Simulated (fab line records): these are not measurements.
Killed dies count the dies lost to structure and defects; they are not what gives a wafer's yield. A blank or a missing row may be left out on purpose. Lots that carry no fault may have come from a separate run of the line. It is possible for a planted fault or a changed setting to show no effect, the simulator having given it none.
Matching of chambers ; flow n5-finfet ; 4 sister chambers for N5_BEOL_M13_ETCH_59 on rie-diel-02
The step etches BARC in N2/H2, target depth 89 nm, overetch 26.7 nm, time 67.9 s. 8 wafers are shown with their chamber, then 8 later ones without.

== EACH WAFER AND ITS CHAMBER ==
wafer;chamber;drypump-motor-current-A (A);showerhead-plenum-p-Torr (Torr)
L082.3;1;5.1;2.47
L088.1;3;5.7;2.49
L088.5;3;5.7;2.49
L088.6;2;5.8;2.69
L087.1;0;5.7;2.51
L087.3;2;5.8;2.68
L087.6;0;5.8;2.51
L091.1;1;5.1;2.47

== WAFERS WITHOUT THEIR CHAMBER ==
wafer;drypump-motor-current-A (A);showerhead-plenum-p-Torr (Torr)
L091.2;5.8;2.51
L091.3;5.7;2.48
L093.1;5.7;2.48
L093.2;5.7;2.51
L093.4;5.1;2.47
L097.2;5.7;2.48
L097.3;5.1;2.46
L097.5;5.8;2.68

== EACH ONE'S CHAMBER ==
wafer;from the rows above;in truth
L091.2;0;0
L091.3;3;3
L093.1;3;3
L093.2;0;0
L093.4;1;1
L097.2;3;3
L097.3;1;1
L097.5;2;2
Correct placement for 8 of the 8. Not placeable from these rows: 0. Placed wrongly: 0.
How it was worked out, from the rows above alone: a wafer's distance from a chamber is the root of the sum, over the readings, of the square of ((its reading less the chamber's mean) divided by the reading's scatter). If the next closest chamber is less than 2 further off than the closest, the wafer can't be placed; otherwise it belongs to the closest. A chamber's mean is the mean of its shown wafers. The scatter: take each reading less its chamber's mean, square it, sum over the shown wafers, divide by the number of wafers less the number of chambers, and take the root.
